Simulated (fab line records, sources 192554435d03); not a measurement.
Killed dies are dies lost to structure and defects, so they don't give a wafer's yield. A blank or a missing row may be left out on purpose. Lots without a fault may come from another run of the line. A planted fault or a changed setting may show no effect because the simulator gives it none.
fab line records | flow n5_finfet | part 2 of 2: steps 26 to 32 of 32
record lots=5 wafers=15 last_day=18
route steps=1938 shown HKMG_FIN@405
lots that met no fault: from a run of the same line without faults
start_h: hours from the record's first day to the start of the lot's first wafer shown | wait_h: hours since the lot's step before | " the same as in the row above | L1.1+2: a row that stands for several wafers | - no value, or no start given | * or withheld: withheld | < > ~ a bound
route shown NAME@n: a module of which the file shows steps, and the number in the route of the first | usual: mean/standard deviation of fault-free wafers | same: alike in all rows | chamber/n: place in a boat | sites: the reading at each site | _std_site: their standard deviation | _edge_site: outer sites' mean less inner sites' | radius_mm: how far each site lies from the wafer's centre | mask NAME#n: copy n | behind: the tool/chamber that last shaped the wafer | hold: why the lot was held/for how many hours/how that ended | device: the transistor (n, p or np) that didn't switch | end of line: the same wafers' tests at the end of the route | a step without rows: its recipe alone | killed: dies lost to structure and defects at the first sort, not the wafer's yield | map: a wafer's dies, x killed, . not, _ none there
set.NAME: the setting as run; set.NAME@STEP: as run at that earlier step | model.NAME: the simulator's own value behind a step, which no gauge read
lots at some steps of the route; a table a step, a row a wafer
services: from which hour (start_h, from the record's first day; less than 0 if before it) a tool's chamber was out of use, for how many hours, and why
## steps
# step N5_HKMG_FIN_CD_MEAS_12
# recipe target_cd_nm=92.8 landing_energy_ev=500 detector=se_inlens
# usual cd_nm=92.7/0.61
# columns lot.wafer tool chamber start_h wait_h cd_nm
L074.1 cd_sem-02 0 73.33 - 92.6
L074.4 " 0 " " 93.3
L074.5 " 0 " " 92.1
L078.3 cd_sem-03 0 104.65 - 93.2
L078.4 " 0 " " 93.3
L078.6 " 0 " " 92.8
L084.2 cd_sem-02 0 135.36 - 91.4
L084.3 " 0 " " 91.8
L084.6 " 0 " " 92.4
L096.2 cd_sem-02 0 207.78 - 93.1
L096.5 " 0 " " 92.5
L096.6 " 0 " " 93.1
L097.1 cd_sem-01 0 215.42 - 92.1
L097.2 " 0 " " 91.9
L097.4 " 0 " " 92.9
# step N5_HKMG_FIN_OVL_MEAS_13
# recipe points_per_wafer=44
# usual NWFM_OVL=0.3/0.58
# columns lot.wafer tool chamber start_h wait_h NWFM_OVL[nm]
L074.1 overlay-01 0 73.36 0.0 0.1
L074.4 " 0 " " -0.2
L074.5 " 0 " " -0.2
L078.3 overlay-01 0 104.68 0.0 -0.2
L078.4 " 0 " " 0.3
L078.6 " 0 " " 0.0
L084.2 overlay-01 0 135.39 0.0 0.7
L084.3 " 0 " " -0.2
L084.6 " 0 " " 1.3
L096.2 overlay-02 0 207.81 0.0 -0.3
L096.5 " 0 " " 0.2
L096.6 " 0 " " 0.7
L097.1 overlay-01 0 215.45 0.0 0.7
L097.2 " 0 " " 1.0
L097.4 " 0 " " 1.3
# step N5_HKMG_FIN_INSPECT_14
# recipe mode=adi inspect_instrument=macro
# usual raw_defect_count=2.0/1.5
# columns lot.wafer tool chamber start_h wait_h raw_defect_count
L074.1 defect_inspect-02 - 73.39 0.0 3
L074.4 " - " " 0
L074.5 " - " " 6
L078.3 defect_inspect-01 - 104.71 0.0 2
L078.4 " - " " 4
L078.6 " - " " 1
L084.2 defect_inspect-01 - 135.41 0.0 2
L084.3 " - " " 2
L084.6 " - " " 2
L096.2 defect_inspect-02 - 207.83 0.0 1
L096.5 " - " " 0
L096.6 " - " " 3
L097.1 defect_inspect-01 - 215.47 0.0 1
L097.2 " - " " 2
L097.4 " - " " 1
# step N5_HKMG_FIN_DESCUM_17
# recipe chemistry=O2 time_s=7.9 source_power_w=50 bias_power_w=20 pressure_mtorr=20 rf_frequency_hz=2.712e+07 temp_c=40 resist=CAR-ArF o2_flow_sccm=225
# usual drypump_motor_current_A=5.9/0.55 oes_product_au=0.78/0.069 rf_vpp_V=243.0/1.2 showerhead_plenum_p_Torr=2.08/0.06 throttle_valve_pct=20.5/0.31
# columns lot.wafer tool chamber start_h wait_h drypump_motor_current_A oes_product_au rf_hours_counter_h rf_vpp_V showerhead_plenum_p_Torr throttle_valve_pct
L074.1 rie_diel-02 2 73.42 0.0 5.8 0.79 136 245.4 2.18 20.4
L074.4 " 0 " " 5.6 0.76 203 245.4 2.18 20.8
L074.5 " 2 " " 5.8 0.79 - 244.7 2.18 20.4
L078.3 rie_diel-01 0 104.74 0.0 5.3 0.92 21 243.5 2.14 20.4
L078.4 " 1 " " 5.5 0.86 45 243.3 2.16 20.4
L078.6 " 1 " " 5.5 0.86 - 243.3 2.16 20.4
L084.2 rie_diel-04 1 135.67 0.3 6.0 0.73 202 243.7 2.09 20.9
L084.3 " 2 " " 6.2 0.91 32 242.8 2.04 20.1
L084.6 " 1 " " 6.0 0.73 - 242.0 2.09 20.9
L096.2 rie_diel-04 0 207.87 0.0 6.8 0.71 210 241.1 1.99 20.8
L096.5 " 0 " " 6.8 0.71 - 242.0 1.99 20.8
L096.6 " 1 " " 6.0 0.71 - 241.6 2.08 21.0
L097.1 rie_diel-04 0 215.51 0.0 6.8 0.71 213 242.5 1.99 20.8
L097.2 " 3 " " 5.3 0.75 179 242.0 2.01 20.6
L097.4 " 2 " " 6.1 0.86 60 243.8 2.03 20.1
# step N5_HKMG_FIN_ETCH_31
# recipe chemistry=CF4 target=SiARC target_depth_a=455 mask_material=CAR-ArF time_s=75.8 ion_energy_ev=80 pressure_mtorr=40 source_w=545 bias_w=36 Ar_flow_sccm=100 cf4_flow_sccm=100 ends=cleared
# usual drypump_motor_current_A=5.9/0.55 etch_rf_on_time_s=75.7/1.7 oes_product_au=0.67/0.059 rf_vpp_V=183.9/1.1 showerhead_plenum_p_Torr=2.12/0.057 throttle_valve_pct=15.70/0.29
# columns lot.wafer tool chamber start_h wait_h drypump_motor_current_A etch_rf_on_time_s oes_product_au rf_hours_counter_h rf_vpp_V showerhead_plenum_p_Torr throttle_valve_pct
L074.1 rie_diel-02 2 73.46 0.0 5.8 73.2 0.67 136 184.9 2.22 15.52
L074.4 " 0 " " 5.6 77.3 0.62 203 185.5 2.21 15.90
L074.5 " 2 " " 5.9 72.7 0.68 - 185.8 2.22 15.53
L078.3 rie_diel-01 0 104.77 0.0 5.3 76.0 0.77 21 184.7 2.18 15.50
L078.4 " 1 " " 5.5 74.5 0.73 45 184.2 2.18 15.42
L078.6 " 1 " " 5.4 74.5 0.74 - 185.0 2.19 15.44
L084.2 rie_diel-04 1 135.70 0.0 6.1 77.5 0.61 202 184.2 2.13 15.99
L084.3 " 2 " " 6.1 73.1 0.78 32 183.3 2.09 15.29
L084.6 " 1 " " 6.0 77.0 0.61 - 183.2 2.12 16.00
L096.2 rie_diel-04 0 207.90 0.0 6.8 76.7 0.61 210 182.9 2.03 16.01
L096.5 " 0 " " 6.8 76.5 0.61 - 183.0 2.03 15.99
L096.6 " 1 " " 6.0 76.8 0.60 - 184.4 2.12 16.05
L097.1 rie_diel-04 0 215.54 0.0 6.8 77.1 0.60 213 181.7 2.03 16.01
L097.2 " 3 " " 5.3 76.4 0.63 179 182.6 2.06 15.83
L097.4 " 2 " " 6.1 73.0 0.73 60 184.7 2.08 15.34
# step N5_HKMG_FIN_ETCH_32
# recipe chemistry=N2/H2 target=SOC target_depth_a=2400 temp_c=40 time_s=300 ion_energy_ev=200 mask_material=SiARC pressure_mtorr=30 source_w=840 bias_w=150 n2_flow_sccm=200 h2_flow_sccm=200
# usual drypump_motor_current_A=5.9/0.55 h2_flow_sccm=200.0/0.57 n2_flow_sccm=199.9/0.6 oes_product_au=0.78/0.068 rf_vpp_V=523.3/2.1 showerhead_plenum_p_Torr=2.52/0.073 throttle_valve_pct=17.9/0.32
# columns lot.wafer tool chamber start_h wait_h drypump_motor_current_A h2_flow_sccm n2_flow_sccm oes_product_au rf_hours_counter_h rf_vpp_V showerhead_plenum_p_Torr throttle_valve_pct
L074.1 rie_diel-02 2 73.51 0.0 5.9 199.7 199.5 0.81 136 526.9 2.65 17.7
L074.4 " 0 " " 5.6 199.7 201.3 0.73 203 525.4 2.64 18.2
L074.5 " 2 " " 5.8 200.2 198.9 0.81 - 527.2 2.65 17.7
L078.3 rie_diel-01 0 104.83 0.0 5.3 200.5 200.1 0.91 21 526.1 2.57 17.5
L078.4 " 1 " " 5.4 201.5 200.7 0.85 45 525.6 2.59 17.6
L078.6 " 1 " " 5.4 201.2 200.3 0.85 - 524.3 2.59 17.6
L084.2 rie_diel-04 1 135.76 0.0 6.0 199.5 199.5 0.73 202 521.5 2.52 18.3
L084.3 " 2 " " 6.1 200.3 200.2 0.91 32 522.4 2.48 17.5
L084.6 " 1 " " 6.0 199.0 199.5 0.73 - 523.6 2.53 18.3
L096.2 rie_diel-04 0 207.96 0.0 6.8 200.1 200.7 0.71 210 520.0 2.40 18.1
L096.5 " 0 " " 6.8 199.5 200.1 0.71 - 520.0 2.40 18.1
L096.6 " 1 " " 6.0 200.7 200.1 0.71 - 523.7 2.51 18.3
L097.1 rie_diel-04 0 215.60 0.0 6.8 199.0 200.2 0.71 213 520.1 2.40 18.1
L097.2 " 3 " " 5.3 198.2 199.8 0.74 179 521.1 2.43 18.1
L097.4 " 2 " " 6.1 200.3 200.1 0.86 60 521.9 2.47 17.6
# step N5_HKMG_FIN_STRIP_33
# recipe chemistry=N2/H2 temp_c=40 n2_flow_sccm=200 h2_flow_sccm=200 rf_frequency_hz=6e+07
# columns lot.wafer tool chamber start_h wait_h
L074.1+4+5 rie_diel-02 2,0,2 73.69 0.1
L078.3+4+6 rie_diel-01 0,1,1 105.01 0.1
L084.2+3+6 rie_diel-04 1,2,1 135.94 0.1
L096.2+5+6 rie_diel-04 0,0,1 208.14 0.1
L097.1+2+4 rie_diel-04 0,3,2 215.78 0.1
## services
# columns tool chamber start_h hours kind
rie_diel-04 3 59.49 4.5 repair
arfi_scanner-02 - 61.02 1.0 pm
arfi_scanner-01 - 61.69 1.0 pm
rie_diel-02 3 62.52 4.2 repair
plasma_asher-02 - 74.47 0.4 repair
arfi_scanner-01 - 77.46 3.9 pm
arfi_scanner-03 - 79.35 0.4 repair
rtp_anneal-02 - 84.60 0.9 pm
arfi_scanner-02 - 84.89 0.8 pm
arfi_scanner-03 - 91.90 1.0 pm
arfi_scanner-01 - 94.13 0.8 pm
arfi_scanner-01 - 101.79 1.0 pm
ald_metal-03 - 131.28 14.6 pm
arfi_scanner-03 - 132.87 1.3 pm
arfi_scanner-01 - 141.68 1.3 pm
rie_diel-04 0 143.65 8.5 repair
arfi_scanner-03 - 149.82 0.8 pm
ald_metal-02 - 153.04 1.9 repair
plasma_asher-02 - 176.14 4.9 repair
ald_metal-01 - 178.52 28.1 pm
arfi_scanner-03 - 186.54 4.9 pm
arfi_scanner-01 - 189.82 1.2 repair
arfi_scanner-01 - 198.42 3.1 pm
wet_bench-01 - 209.81 29.3 repair
